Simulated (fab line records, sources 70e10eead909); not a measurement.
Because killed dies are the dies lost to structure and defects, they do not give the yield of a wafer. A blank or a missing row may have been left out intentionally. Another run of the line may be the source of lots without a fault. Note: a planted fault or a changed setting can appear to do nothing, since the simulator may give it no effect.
A lot that was struck, set against a sound lot / flow nandHarc / 13 steps out of a route of 1302
Sound: the wafers L587.1, L587.4, L587.5. Struck: wafers L588.1, L588.2, L588.6. The cause is given at the end.
Each step with rows lists, per side, the tool, then ch with its chambers, then its first start. Under that, the readings that differ: sound wafers / struck wafers / difference of the means / sigmas: that difference in standard deviations of wafers without a fault.
alike: same words and numbers on both sides, and readings whose means sit less than 2 such deviations apart. not compared: any withheld reading, any reading some wafer has no value for, any bound like >300 that may hide the same value, and any number with overlapping values for which the record gives no deviation.
A row with sigmas, a row that says differs or no value, or rows on one side alone: a step with any of these is where the two part. Numbers that have no deviation but don't overlap get no sigmas and don't part them. Lack of a reading on every wafer of one side parts them only where that side has two or more wafers.

NHARC_P_CONTACT_DEP_30: deposits SiNx, target thk 30 nm.
  sound on pecvd-02 ch 0,2, day 7 08:55; struck on pecvd-01 ch 1,2, day 7 19:53
  alike: heaterPowerW
NHARC_P_CONTACT_DEP_00: deposits SiO2, target thk 500 nm.
  sound: pecvd-02 ch 0,2; struck: pecvd-01 ch 1,2
  alike: heaterPowerW, throttleValvePct
NHARC_P_CONTACT_CMP_01: polishes SiO2, target thk 200 nm.
  sound on cmp-04 ch 0,2, day 7 09:38; struck on cmp-01 ch 0,1, day 7 20:34
  alike: motorCurrentA
then, 8 steps without rows for these wafers: NHARC_P_CONTACT_SRD_03; NHARC_P_CONTACT_DEHYDRATE_04 (time 120 s); NHARC_P_CONTACT_HMDS_05 (time 30 s); NHARC_P_CONTACT_COAT_33 (time 75 s); NHARC_P_CONTACT_COAT_34 (time 65 s); NHARC_P_CONTACT_COAT_06 (resist thk 90 nm); NHARC_P_CONTACT_SOFTBAKE_07 (time 55 s); NHARC_P_CONTACT_EBR_08.
NHARC_P_CONTACT_EXPOSE_09: exposes mask P CA, target cd 90 nm.
  struck on arfiScanner-03, day 7 21:14; sound on arfiScanner-02 ch 0, day 7 10:18
  no value came back on the struck wafers for exposureDoseMJCm2, focusOffsetNm (nm); on the sound wafers exposureDoseMJCm2 reads 81.28 81.48 81.28
  alike: mask
then, 1 step without rows for these wafers: NHARC_P_CONTACT_PEB_10 (peb time 65 s).

WHERE THEY PART
At NHARC_P_CONTACT_EXPOSE_09 and nowhere else, as far as this record goes.

WHY: what the simulator had put in
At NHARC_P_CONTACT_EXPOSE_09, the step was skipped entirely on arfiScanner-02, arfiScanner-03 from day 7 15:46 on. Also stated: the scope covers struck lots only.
